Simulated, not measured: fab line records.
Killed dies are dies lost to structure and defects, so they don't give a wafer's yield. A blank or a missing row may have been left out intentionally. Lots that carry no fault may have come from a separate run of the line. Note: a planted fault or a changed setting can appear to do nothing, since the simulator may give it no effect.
fab line records    flow n5-finfet    part 1 of 2: steps 1 to 20 of 32
[record] lots = 5  wafers = 15  last-day = 18
route steps=1938 shown SPACER0@261 SD_EPI_N@262
lots that met no fault: from a run of the same line without faults
start-h: hours from the record's first day to the start of the lot's first wafer shown    wait-h: hours elapsed since this lot's preceding step    " repeats the value in the row above    L1.1+2: a single row standing in for several wafers    - value missing, or start not given    * or withheld: withheld    < > ~ a bound
route shown NAME@n: names a module that has steps shown in the file, with the first one's number in the route    usual: the fault-free wafers' mean and standard deviation    same: alike in all rows    chamber/n: place in a boat    sites: the reading at each site    _std_site: their standard deviation    _edge_site: the outer-site mean with the inner-site mean subtracted    radius-mm: how far each site lies from the wafer's centre    mask NAME#n: copy n    behind: the last tool/chamber to shape the wafer    hold: the reason the lot was held/the length of the hold in hours/how it ended    device: transistor that didn't switch, given as n, p or np    end of line: tests of these same wafers at the route's end    step lacking rows: just its recipe    killed: at the first sort, the dies lost to defects and structure; wafer yield is something else    map: the dies of a wafer, with x for killed, . for not killed, _ for no die there
set.NAME: the setting as run; set.NAME@STEP: as run at that earlier step    model.NAME: the simulator's own value behind a step, which no gauge read
certain route steps with their lots: each step a table, each wafer a row
services: the hour from which a tool's chamber was out of use, counted from the record's first day as start-h (under 0 if before that day), plus the number of hours and why
[[steps]]
[step N5_SPACER0_INSPECT_04]
[recipe] inspect-instrument = darkfield  mode = post-dep
[usual] raw-defect-count = 137/34
lot.wafer  tool               chamber  start-h  wait-h  raw-defect-count
L075.3     defect-inspect-01  -        55.21    0.1     107
L075.4     "                  -        "        "       94
L075.6     "                  -        "        "       126
L081.1     defect-inspect-02  -        89.66    0.1     110
L081.3     "                  -        "        "       76
L081.6     "                  -        "        "       122
L082.3     defect-inspect-01  -        96.68    0.1     141
L082.4     "                  -        "        "       91
L082.6     "                  -        "        "       111
L090.1     defect-inspect-02  -        145.43   0.1     143
L090.2     "                  -        "        "       151
L090.5     "                  -        "        "       161
L095.1     defect-inspect-01  -        187.63   0.1     135
L095.5     "                  -        "        "       149
L095.6     "                  -        "        "       142
[step N5_SD_EPI_N_COAT_32]
[recipe] resist = SOC  temp-c = 250  time-s = 60  spin-rpm = 1500  resist-thk-nm = 350
lot.wafer   tool            chamber  start-h  wait-h
L075.3+4+6  litho-track-01  0        55.24    0.0
L081.1+3+6  litho-track-05  0        89.70    0.0
L082.3+4+6  litho-track-04  0        96.71    0.0
L090.1+2+5  litho-track-04  0        145.46   0.0
L095.1+5+6  litho-track-05  0        187.66   0.0
[step N5_SD_EPI_N_COAT_33]
[recipe] resist = SiARC  temp-c = 220  time-s = 60  spin-rpm = 1500  resist-thk-nm = 35
lot.wafer   tool            chamber  start-h  wait-h
L075.3+4+6  litho-track-01  0        -        -
L081.1+3+6  litho-track-05  0        -        -
L082.3+4+6  litho-track-04  0        -        -
L090.1+2+5  litho-track-04  0        -        -
L095.1+5+6  litho-track-05  0        -        -
[step N5_SD_EPI_N_COAT_03]
[recipe] resist = CAR-ArF-block  spin-rpm = 1500  resist-thk-nm = 150
lot.wafer   tool            chamber  start-h  wait-h
L075.3+4+6  litho-track-01  0        -        -
L081.1+3+6  litho-track-05  0        -        -
L082.3+4+6  litho-track-04  0        -        -
L090.1+2+5  litho-track-04  0        -        -
L095.1+5+6  litho-track-05  0        -        -
[step N5_SD_EPI_N_EBR_05]
[recipe] solvent = PGMEA  ebr-width-mm = 1.5
lot.wafer   tool            chamber  start-h  wait-h
L075.3+4+6  litho-track-01  0        -        -
L081.1+3+6  litho-track-05  0        -        -
L082.3+4+6  litho-track-04  0        -        -
L090.1+2+5  litho-track-04  0        -        -
L095.1+5+6  litho-track-05  0        -        -
[step N5_SD_EPI_N_SOFTBAKE_04]
[recipe] temp-c = 110  time-s = 60  resist = CAR-ArF-block
lot.wafer   tool            chamber  start-h  wait-h
L075.3+4+6  litho-track-01  0        -        -
L081.1+3+6  litho-track-05  0        -        -
L082.3+4+6  litho-track-04  0        -        -
L090.1+2+5  litho-track-04  0        -        -
L095.1+5+6  litho-track-05  0        -        -
[step N5_SD_EPI_N_EXPOSE_06]
[recipe] mask-id = SD_N_BLK  na = 1.35  source-shape = conventional  sigma-outer = 0.8  polarization = unpolarized  target-cd-nm = 120  dose-mj = 39.75
[usual] exposure-dose-mJ-cm2 = 39.71/0.037  focus-offset-nm = 0.0/0.5  reticle-temp-C = 23.00/0.11
lot.wafer  tool             chamber  start-h  wait-h  mask        exposure-dose-mJ-cm2  focus-offset-nm  reticle-temp-C
L075.3     arfi-scanner-03  0        55.37    -       SD_N_BLK#0  39.71                 0.4              22.83
L075.4     "                0        "        "       SD_N_BLK#0  39.79                 0.7              22.83
L075.6     "                0        "        "       SD_N_BLK#0  39.73                 -0.4             23.10
L081.1     arfi-scanner-01  0        91.77    -       SD_N_BLK#0  39.68                 0.2              22.93
L081.3     "                0        "        "       SD_N_BLK#0  39.73                 0.4              22.97
L081.6     "                0        "        "       SD_N_BLK#0  39.73                 0.4              22.94
L082.3     arfi-scanner-01  0        96.84    -       SD_N_BLK#0  39.75                 -0.7             23.23
L082.4     "                0        "        "       SD_N_BLK#0  39.81                 0.3              23.09
L082.6     "                0        "        "       SD_N_BLK#0  39.76                 -0.3             23.09
L090.1     arfi-scanner-01  0        145.70   -       SD_N_BLK#0  39.68                 -0.1             23.12
L090.2     "                0        "        "       SD_N_BLK#0  39.75                 -0.8             23.01
L090.5     "                0        "        "       SD_N_BLK#0  39.72                 0.6              23.05
L095.1     arfi-scanner-03  0        187.91   -       SD_N_BLK#0  39.71                 -0.4             23.15
L095.5     "                0        "        "       SD_N_BLK#0  39.70                 0.3              23.14
L095.6     "                0        "        "       SD_N_BLK#0  39.68                 -0.3             23.30
[step N5_SD_EPI_N_PEB_07]
[recipe] peb-temp-c = 110  peb-time-s = 60  resist = CAR-ArF-block
lot.wafer   tool            chamber  start-h  wait-h
L075.3+4+6  litho-track-05  0        55.42    0.0
L081.1+3+6  litho-track-05  0        91.82    0.1
L082.3+4+6  litho-track-01  0        96.89    0.0
L090.1+2+5  litho-track-05  0        145.76   0.1
L095.1+5+6  litho-track-01  0        187.96   0.1
[step N5_SD_EPI_N_DEVELOP_08]
[recipe] develop-time-s = 30  developer = TMAH  resist = CAR-ArF-block  dev-temp-c = 23  rinse-liquid = diw  dry = air-spin
lot.wafer   tool            chamber  start-h  wait-h
L075.3+4+6  litho-track-05  0        -        -
L081.1+3+6  litho-track-05  0        -        -
L082.3+4+6  litho-track-01  0        -        -
L090.1+2+5  litho-track-05  0        -        -
L095.1+5+6  litho-track-01  0        -        -
[step N5_SD_EPI_N_CD_MEAS_09]
[recipe] target-cd-nm = 120  landing-energy-ev = 500  detector = se-inlens
[usual] cd-nm = 119.5/0.68
lot.wafer  tool       chamber  start-h  wait-h  cd-nm
L075.3     cd-sem-02  0        55.49    -       118.4
L075.4     "          0        "        "       117.7
L075.6     "          0        "        "       119.1
L081.1     cd-sem-03  0        91.89    -       120.1
L081.3     "          0        "        "       119.5
L081.6     "          0        "        "       119.3
L082.3     cd-sem-03  0        96.96    -       120.7
L082.4     "          0        "        "       120.8
L082.6     "          0        "        "       119.5
L090.1     cd-sem-01  0        145.83   -       120.3
L090.2     "          0        "        "       119.8
L090.5     "          0        "        "       120.5
L095.1     cd-sem-02  0        188.03   -       118.9
L095.5     "          0        "        "       119.2
L095.6     "          0        "        "       118.7
[step N5_SD_EPI_N_OVL_MEAS_10]
[recipe] points-per-wafer = 44
[usual] SD_N_BLK_OVL = 0.0/0.84
lot.wafer  tool        chamber  start-h  wait-h  SD_N_BLK_OVL[nm]
L075.3     overlay-01  0        55.51    0.0     -1.0
L075.4     "           0        "        "       -0.4
L075.6     "           0        "        "       -1.9
L081.1     overlay-02  0        91.92    0.0     0.8
L081.3     "           0        "        "       0.2
L081.6     "           0        "        "       1.0
L082.3     overlay-02  0        96.98    0.0     0.9
L082.4     "           0        "        "       -0.4
L082.6     "           0        "        "       0.6
L090.1     overlay-02  0        145.86   0.0     -0.7
L090.2     "           0        "        "       0.2
L090.5     "           0        "        "       0.9
L095.1     overlay-01  0        188.06   0.0     0.5
L095.5     "           0        "        "       -0.1
L095.6     "           0        "        "       -0.7
[step N5_SD_EPI_N_INSPECT_11]
[recipe] mode = adi  inspect-instrument = macro
[usual] raw-defect-count = 2.0/1.4
lot.wafer  tool               chamber  start-h  wait-h  raw-defect-count
L075.3     defect-inspect-01  -        55.54    0.0     3
L075.4     "                  -        "        "       0
L075.6     "                  -        "        "       3
L081.1     defect-inspect-02  -        91.94    0.0     4
L081.3     "                  -        "        "       0
L081.6     "                  -        "        "       4
L082.3     defect-inspect-02  -        97.01    0.0     6
L082.4     "                  -        "        "       3
L082.6     "                  -        "        "       2
L090.1     defect-inspect-02  -        145.88   0.0     2
L090.2     "                  -        "        "       1
L090.5     "                  -        "        "       2
L095.1     defect-inspect-02  -        188.08   0.0     2
L095.5     "                  -        "        "       2
L095.6     "                  -        "        "       1
[step N5_SD_EPI_N_DESCUM_14]
[recipe] chemistry = O2  time-s = 7.9  source-power-w = 50  bias-power-w = 20  pressure-mtorr = 20  rf-frequency-hz = 2.712e+07  temp-c = 40  resist = CAR-ArF-block  o2-flow-sccm = 225
[usual] drypump-motor-current-A = 5.6/0.5  oes-product-au = 0.76/0.073  rf-vpp-V = 243.3/1.5  showerhead-plenum-p-Torr = 2.11/0.087  throttle-valve-pct = 20.48/0.26
lot.wafer  tool         chamber  start-h  wait-h  drypump-motor-current-A  oes-product-au  rf-hours-counter-h  rf-vpp-V  showerhead-plenum-p-Torr  throttle-valve-pct
L075.3     rie-diel-05  1        55.75    0.2     5.2                      0.73            201                 244.2     2.18                      20.82
L075.4     "            2        "        "       5.2                      0.69            244                 240.5     1.96                      20.28
L075.6     "            1        "        "       5.2                      0.73            -                   245.0     2.18                      20.82
L081.1     rie-diel-04  1        91.98    0.0     5.9                      0.75            147                 245.4     2.17                      20.09
L081.3     "            2        "        "       5.8                      0.83            60                  244.9     2.13                      20.53
L081.6     "            2        "        "       5.8                      0.83            -                   244.8     2.13                      20.53
L082.3     rie-diel-06  0        97.05    0.0     5.8                      1.02            0                   245.0     2.22                      20.26
L082.4     "            3        "        "       6.0                      0.80            93                  243.7     2.23                      20.66
L082.6     "            1        "        "       5.8                      0.79            -                   241.6     2.02                      20.45
L090.1     rie-diel-06  3        145.92   0.0     6.0                      0.79            110                 244.8     2.22                      20.69
L090.2     "            0        "        "       5.8                      0.95            17                  245.3     2.22                      20.29
L090.5     "            2        "        "       5.0                      0.68            -                   242.1     2.08                      20.19
L095.1     rie-diel-06  3        188.14   0.1     6.0                      0.79            124                 243.0     2.21                      20.72
L095.5     "            0        "        "       5.8                      0.93            -                   244.9     2.21                      20.33
L095.6     "            1        "        "       5.8                      0.77            -                   239.6     2.01                      20.48
[step N5_SD_EPI_N_ETCH_34]
[recipe] chemistry = CF4  target = SiARC  target-depth-a = 455  mask-material = CAR-ArF-block  time-s = 75.8  ion-energy-ev = 80  pressure-mtorr = 40  source-w = 545  bias-w = 36  Ar_flow_sccm = 100  cf4-flow-sccm = 100  ends = cleared
[usual] drypump-motor-current-A = 5.6/0.5  etch-rf-on-time-s = 76.0/1.8  oes-product-au = 0.65/0.062  rf-vpp-V = 184.2/1.4  showerhead-plenum-p-Torr = 2.15/0.079  throttle-valve-pct = 15.65/0.22
lot.wafer  tool         chamber  start-h  wait-h  drypump-motor-current-A  etch-rf-on-time-s  oes-product-au  rf-hours-counter-h  rf-vpp-V  showerhead-plenum-p-Torr  throttle-valve-pct
L075.3     rie-diel-05  1        55.79    0.0     5.2                      76.2               0.62            201                 186.3     2.21                      15.91
L075.4     "            2        "        "       5.2                      75.9               0.58            244                 183.5     2.03                      15.65
L075.6     "            1        "        "       5.1                      75.7               0.62            -                   184.3     2.21                      15.91
L081.1     rie-diel-04  1        92.01    0.0     5.9                      74.8               0.66            147                 185.1     2.22                      15.34
L081.3     "            2        "        "       5.8                      73.0               0.73            60                  184.7     2.17                      15.59
L081.6     "            2        "        "       5.8                      73.4               0.73            -                   185.1     2.17                      15.57
L082.3     rie-diel-06  0        97.09    0.0     5.8                      73.8               0.87            0                   185.9     2.30                      15.59
L082.4     "            3        "        "       6.0                      75.0               0.69            93                  184.6     2.24                      15.63
L082.6     "            1        "        "       5.8                      78.3               0.67            -                   183.5     2.08                      15.62
L090.1     rie-diel-06  3        145.95   0.0     6.0                      75.0               0.67            110                 186.0     2.24                      15.65
L090.2     "            0        "        "       5.8                      73.3               0.81            17                  185.3     2.29                      15.62
L090.5     "            2        "        "       4.9                      77.7               0.59            -                   184.8     2.12                      15.40
L095.1     rie-diel-06  3        188.18   0.0     6.0                      75.2               0.67            124                 185.0     2.23                      15.68
L095.5     "            0        "        "       5.8                      72.5               0.80            -                   186.6     2.29                      15.64
L095.6     "            1        "        "       5.8                      77.0               0.66            -                   183.8     2.07                      15.68
[step N5_SD_EPI_N_ETCH_35]
[recipe] chemistry = N2/H2  target = SOC  overetch-a = 1080  mask-material = SiARC  temp-c = 40  ion-energy-ev = 100  source-w = 3000  bias-w = 133  pressure-mtorr = 20  time-s = 486  n2-flow-sccm = 200  h2-flow-sccm = 200
[usual] drypump-motor-current-A = 5.7/0.5  n2-flow-sccm = 200.1/0.61  oes-product-au = 0.68/0.06  rf-vpp-V = 240.9/1.5  showerhead-plenum-p-Torr = 2.55/0.099  throttle-valve-pct = 23.70/0.23
lot.wafer  tool         chamber  start-h  wait-h  drypump-motor-current-A  n2-flow-sccm  oes-product-au  rf-hours-counter-h  rf-vpp-V  showerhead-plenum-p-Torr  throttle-valve-pct
L075.3     rie-diel-05  1        55.84    0.0     5.1                      199.0         0.64            202                 241.6     2.61                      23.81
L075.4     "            2        "        "       5.2                      200.0         0.61            244                 237.2     2.38                      23.19
L075.6     "            1        "        "       5.2                      198.9         0.64            -                   241.1     2.61                      23.77
L081.1     rie-diel-04  1        92.07    0.0     5.9                      200.5         0.68            147                 241.6     2.64                      23.59
L081.3     "            2        "        "       5.8                      199.7         0.75            60                  241.4     2.59                      24.15
L081.6     "            2        "        "       5.8                      200.3         0.75            -                   240.8     2.59                      24.15
L082.3     rie-diel-06  0        97.14    0.0     5.8                      199.7         0.89            0                   242.6     2.72                      23.96
L082.4     "            3        "        "       6.0                      199.2         0.72            93                  243.9     2.68                      23.76
L082.6     "            1        "        "       5.8                      200.3         0.71            -                   239.1     2.45                      23.75
L090.1     rie-diel-06  3        146.01   0.0     6.0                      200.9         0.71            110                 242.5     2.67                      23.79
L090.2     "            0        "        "       5.8                      199.7         0.83            17                  243.4     2.71                      23.97
L090.5     "            2        "        "       5.0                      199.4         0.62            -                   240.2     2.50                      23.45
L095.1     rie-diel-06  3        188.24   0.0     6.0                      200.4         0.70            124                 242.0     2.67                      23.79
L095.5     "            0        "        "       5.8                      200.4         0.80            -                   243.8     2.71                      24.00
L095.6     "            1        "        "       5.8                      198.5         0.69            -                   239.1     2.44                      23.79
[step N5_SD_EPI_N_STRIP_36]
[recipe] chemistry = N2/H2  temp-c = 40  n2-flow-sccm = 200  h2-flow-sccm = 200  rf-frequency-hz = 6e+07
lot.wafer   tool         chamber  start-h  wait-h
L075.3+4+6  rie-diel-05  1,2,1    56.16    0.2
L081.1+3+6  rie-diel-04  1,2,2    92.38    0.2
L082.3+4+6  rie-diel-06  0,3,1    97.46    0.2
L090.1+2+5  rie-diel-06  3,0,2    146.32   0.2
L095.1+5+6  rie-diel-06  3,0,1    188.55   0.2
[step N5_SD_EPI_N_ETCHBACK_44]
[recipe] chemistry = CH3F/O2  mode = anisotropic-etchback  target = SiNx  target-depth-a = 145  stop-on = SiO2  over-etch-frac = 0.3  ion-energy-ev = 120  pressure-mtorr = 30  source-w = 395  bias-w = 73  Ar_flow_sccm = 150  CH3F_flow_sccm = 30  O2_flow_sccm = 20
[usual] CH3F_flow_sccm = 29.99/0.083  drypump-motor-current-A = 5.6/0.5  oes_ar_750_au = 0.76/0.07  oes_f_703_au = 0.76/0.072  oes-product-au = 0.65/0.057  rf-vpp-V = 300/7.1  showerhead-plenum-p-Torr = 2.01/0.077  throttle-valve-pct = 16.38/0.24
lot.wafer  tool         chamber  start-h  wait-h  CH3F_flow_sccm  drypump-motor-current-A  oes_ar_750_au  oes_f_703_au  oes-product-au  rf-hours-counter-h  rf-vpp-V  showerhead-plenum-p-Torr  throttle-valve-pct
L075.3     rie-diel-05  1        56.17    0.0     29.94           5.2                      0.73           0.71          0.62            202                 309       2.08                      16.73
L075.4     "            2        "        "       29.97           5.2                      0.69           0.70          0.59            245                 290       1.87                      16.29
L075.6     "            1        "        "       29.96           5.1                      0.72           0.72          0.62            -                   309       2.08                      16.73
L081.1     rie-diel-04  1        92.39    0.0     30.10           5.9                      0.76           0.76          0.65            147                 307       2.07                      16.06
L081.3     "            2        "        "       29.94           5.8                      0.84           0.85          0.71            60                  303       2.04                      16.40
L081.6     "            2        "        "       29.91           5.8                      0.84           0.85          0.71            -                   304       2.04                      16.40
L082.3     rie-diel-06  0        97.47    0.0     30.02           5.8                      1.02           1.03          0.85            0                   288       2.14                      16.26
L082.4     "            3        "        "       30.03           6.0                      0.81           0.82          0.69            93                  294       2.10                      16.39
L082.6     "            1        "        "       30.04           5.8                      0.78           0.76          0.68            -                   307       1.94                      16.39
L090.1     rie-diel-06  3        146.33   0.0     29.99           6.0                      0.79           0.81          0.67            110                 294       2.10                      16.42
L090.2     "            0        "        "       29.93           5.8                      0.94           0.96          0.79            17                  289       2.14                      16.29
L090.5     "            2        "        "       30.24           4.9                      0.69           0.69          0.59            -                   305       1.97                      16.04
L095.1     rie-diel-06  3        188.56   0.0     30.00           6.0                      0.79           0.80          0.67            124                 294       2.09                      16.45
L095.5     "            0        "        "       29.84           5.8                      0.92           0.93          0.77            -                   287       2.13                      16.32
L095.6     "            1        "        "       30.15           5.8                      0.76           0.74          0.65            -                   307       1.93                      16.44
[step N5_SD_EPI_N_ETCH_45]
[recipe] chemistry = CH3F/O2  target = SiOCN  target-depth-a = 60  mask-material = SOC  ion-energy-ev = 60  bias-w = 29  pressure-mtorr = 15  source-w = 410  Ar_flow_sccm = 150  CH3F_flow_sccm = 30  O2_flow_sccm = 20
[usual] CH3F_flow_sccm = 29.99/0.092  drypump-motor-current-A = 5.6/0.5  oes-product-au = 0.76/0.07  rf-vpp-V = 127.4/1.2  showerhead-plenum-p-Torr = 2.01/0.077  throttle-valve-pct = 23.33/0.28
lot.wafer  tool         chamber  start-h  wait-h  CH3F_flow_sccm  drypump-motor-current-A  oes-product-au  rf-hours-counter-h  rf-vpp-V  showerhead-plenum-p-Torr  throttle-valve-pct
L075.3     rie-diel-05  1        56.27    0.1     29.88           5.2                      0.73            202                 129.7     2.08                      23.73
L075.4     "            2        "        "       30.05           5.2                      0.68            245                 126.8     1.87                      23.05
L075.6     "            1        "        "       29.90           5.1                      0.73            -                   128.0     2.08                      23.76
L081.1     rie-diel-04  1        92.49    0.1     30.04           5.9                      0.76            147                 128.8     2.07                      22.98
L081.3     "            2        "        "       29.98           5.8                      0.85            60                  127.5     2.03                      23.47
L081.6     "            2        "        "       29.85           5.8                      0.85            -                   127.6     2.03                      23.49
L082.3     rie-diel-06  0        97.57    0.1     30.07           5.8                      1.00            0                   130.9     2.14                      23.27
L082.4     "            3        "        "       30.05           6.0                      0.81            93                  128.1     2.10                      23.44
L082.6     "            1        "        "       29.90           5.8                      0.79            -                   126.2     1.93                      23.39
L090.1     rie-diel-06  3        146.43   0.1     30.09           6.0                      0.80            110                 127.9     2.09                      23.47
L090.2     "            0        "        "       30.07           5.8                      0.94            17                  127.2     2.13                      23.28
L090.5     "            2        "        "       30.02           4.9                      0.68            -                   126.4     1.96                      22.85
L095.1     rie-diel-06  3        188.66   0.1     30.19           6.0                      0.78            124                 128.9     2.09                      23.47
L095.5     "            0        "        "       30.01           5.8                      0.91            -                   129.6     2.13                      23.31
L095.6     "            1        "        "       30.01           5.8                      0.76            -                   126.7     1.92                      23.43
[step N5_SD_EPI_N_ETCH_16]
[recipe] chemistry = CHF3/O2  target = SiO2  target-depth-a = 50  mask-material = SOC  pressure-mtorr = 30  source-w = 650  bias-w = 170  Ar_flow_sccm = 200  CHF3_flow_sccm = 50  O2_flow_sccm = 5  ion-energy-ev = 200
[usual] drypump-motor-current-A = 5.7/0.5  oes_ar_750_au = 0.76/0.069  oes_f_703_au = 0.76/0.069  oes-product-au = 0.76/0.071  rf-vpp-V = 528/13  showerhead-plenum-p-Torr = 2.42/0.09  throttle-valve-pct = 18.93/0.25
lot.wafer  tool         chamber  start-h  wait-h  drypump-motor-current-A  oes_ar_750_au  oes_f_703_au  oes-product-au  rf-hours-counter-h  rf-vpp-V  showerhead-plenum-p-Torr  throttle-valve-pct
L075.3     rie-diel-05  1        56.37    0.1     5.2                      0.73           0.72          0.72            202                 543       2.50                      19.29
L075.4     "            2        "        "       5.2                      0.70           0.71          0.68            245                 511       2.27                      18.80
L075.6     "            1        "        "       5.1                      0.73           0.72          0.73            -                   543       2.50                      19.29
L081.1     rie-diel-04  1        92.59    0.1     5.9                      0.76           0.76          0.75            147                 546       2.50                      18.60
L081.3     "            2        "        "       5.8                      0.85           0.85          0.84            60                  537       2.45                      18.99
L081.6     "            2        "        "       5.8                      0.84           0.85          0.84            -                   537       2.45                      18.95
L082.3     rie-diel-06  0        97.67    0.1     5.9                      1.01           1.01          1.00            0                   509       2.58                      18.88
L082.4     "            3        "        "       6.0                      0.82           0.83          0.81            93                  517       2.53                      18.95
L082.6     "            1        "        "       5.8                      0.78           0.77          0.79            -                   543       2.33                      18.92
L090.1     rie-diel-06  3        146.53   0.1     6.0                      0.80           0.81          0.79            110                 518       2.52                      18.98
L090.2     "            0        "        "       5.8                      0.93           0.94          0.95            17                  509       2.57                      18.92
L090.5     "            2        "        "       4.9                      0.69           0.70          0.69            -                   533       2.36                      18.51
L095.1     rie-diel-06  3        188.76   0.1     6.0                      0.79           0.80          0.78            124                 519       2.52                      19.01
L095.5     "            0        "        "       5.8                      0.92           0.92          0.93            -                   508       2.56                      18.95
L095.6     "            1        "        "       5.8                      0.76           0.75          0.77            -                   541       2.32                      18.97
[step N5_SD_EPI_N_STRIP_47]
[recipe] chemistry = CHF3/O2  resist = SiARC  rf-frequency-hz = 6e+07
lot.wafer   tool         chamber  start-h  wait-h
L075.3+4+6  rie-diel-05  1,2,1    56.41    0.0
L081.1+3+6  rie-diel-04  1,2,2    92.63    0.0
L082.3+4+6  rie-diel-06  0,3,1    97.71    0.0
L090.1+2+5  rie-diel-06  3,0,2    146.57   0.0
L095.1+5+6  rie-diel-06  3,0,1    188.80   0.0
